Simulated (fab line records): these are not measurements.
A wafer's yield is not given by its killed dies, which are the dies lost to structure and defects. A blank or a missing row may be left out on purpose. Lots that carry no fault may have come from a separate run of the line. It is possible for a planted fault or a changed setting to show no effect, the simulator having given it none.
Problem report in the 8D (eight disciplines) form, filled by code + flow nandHarc + the parts of the form that need people (team, actions taken, sign-off) are left out

== 1. WHAT IS WRONG ==
A mean of 584.0 is read at NHARC_END_SORT_01 for killedAtPeriphery, taken on 1 wafer of 1 lot, against 4.2 (standard deviation 2.7) on wafers free of any fault. That is +99 or more standard deviations from the usual mean.
First observed at day 32 11:19: wafer L693.5, on prober-01. The record has a number at this step for 18 wafers belonging to 6 lots. The rule behind "out" and "out of limits": a value lying over 4 standard deviations away from the usual mean. All remaining wafers that have a number are taken as sound.

== 2. WHAT IT IS, WHAT IT ISN'T ==
| question                    | is                                                                                                          | is not                                                             |
|-----------------------------|-------------------------------------------------------------------------------------------------------------|--------------------------------------------------------------------|
| which readings at this step | killedAtPeriphery, defectLimitedYield, killedDies, sort_bin_2_pct, sortNPass, sortRimYieldPct, sortYieldPct | killedAtOther, killedOpen, killedShort                             |
| which lots                  | L693                                                                                                        | L676, L680, L682, L683, L689                                       |
| which wafers of those lots  | L693.5                                                                                                      | L693.2, L693.6                                                     |
| read on which gauges        | prober-01                                                                                                   | prober-02                                                          |
| when                        | from day 32 11:19                                                                                           | up to then (16 sound wafers); but 1 sound wafer of L693 came after |

== 3. WHAT RULES OUT EACH SUSPECT ==
Counting: a tool at a process step up to the reading stays a suspect if it ran every lot that is out. Sound lots after the first of them don't rule it out here, since some wafers of a struck lot are sound.
- the gauge at NHARC_END_SORT_01: kept. All the wafers that are out were read on prober-01, and no step on other tools shows them out.
- pvdSputter-03 at NHARC_P_M1_PVD_21 (deposits Cu, target thk 30 nm, time 20.49 s): kept. The lot that is out, L693, ran on it at day 13 23:40; the last sound lot it ran before that was L683, at day 9 14:01.
- cmp-03 at NHARC_THIN_TSV_CMP_21 (polishes, t overpolish 30 s, target thk 2000 nm): kept. The lot that is out, L693, ran on it at day 31 19:59; the last sound lot it ran before that was L689, at day 29 09:40.
- pvdSputter-01 at NHARC_THIN_TSV_DEGAS_53 (time 60 s): kept. It ran the lot that is out, L693 (day 31 20:23).
- pvdSputter-01 at NHARC_THIN_TSV_PRE_CLEAN_54 (time 30 s): kept. It ran the lot that is out, L693 (day 31 20:28).
Left after counting: pvdSputter-03 at NHARC_P_M1_PVD_21, cmp-03 at NHARC_THIN_TSV_CMP_21, pvdSputter-01 at NHARC_THIN_TSV_DEGAS_53, pvdSputter-01 at NHARC_THIN_TSV_PRE_CLEAN_54, prober-01 at NHARC_END_SORT_01.

== 4. THE CAUSE (what the simulator had put in) ==
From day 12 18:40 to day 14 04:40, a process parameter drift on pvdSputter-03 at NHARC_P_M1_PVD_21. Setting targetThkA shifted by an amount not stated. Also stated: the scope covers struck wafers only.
This tool is one of the 5 suspects left after counting.

== 5. THE EFFECT CHAIN, in route order ==
Each row: a reading where the mean over the struck wafers with a number is more than 3 standard deviations away from the usual. Scope: only readings with a usual standard deviation given in the record; hours: median across lots of the time from each lot's start at the first step in this table that gives one to its start at this step; sigmas: change in usual standard deviations.
| hours | step              | reading            | usual  | on struck wafers | change | sigmas      |
|-------|-------------------|--------------------|--------|------------------|--------|-------------|
| 0     | NHARC_END_SORT_01 | defectLimitedYield | 91.4 % | 0.0              | -91.4  | -34         |
| 0     | NHARC_END_SORT_01 | killedAtPeriphery  | 4.2    | 584.0            | +579.8 | +99 or more |
| 0     | NHARC_END_SORT_01 | killedDies         | 58     | 677              | +619   | +34         |
| 0     | NHARC_END_SORT_01 | sort_bin_2_pct     | 3.0 %  | 90.3             | +87.3  | +73         |
| 0     | NHARC_END_SORT_01 | sortNPass          | 619    | 0                | -619   | -34         |
| 0     | NHARC_END_SORT_01 | sortRimYieldPct    | 90 %   | 0                | -90    | -22         |
| 0     | NHARC_END_SORT_01 | sortYieldPct       | 91.4 % | 0.0              | -91.4  | -34         |

== 6. HOW IT WOULD HAVE BEEN CAUGHT EARLIER ==
473 hours passed between the start of the fault at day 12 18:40 and the first reading out of limits at a measuring or inspecting step in this record, taken at day 32 11:19.
An alarm limit of 4 standard deviations would not have fired on the tool readings at NHARC_P_M1_PVD_21 for which the record gives a usual standard deviation, since none of them was out on any struck wafer.
By day 32 11:19, every lot that is out (1) had started NHARC_P_M1_PVD_21 on pvdSputter-03. None of them would have been spared by holding the tool at that moment.
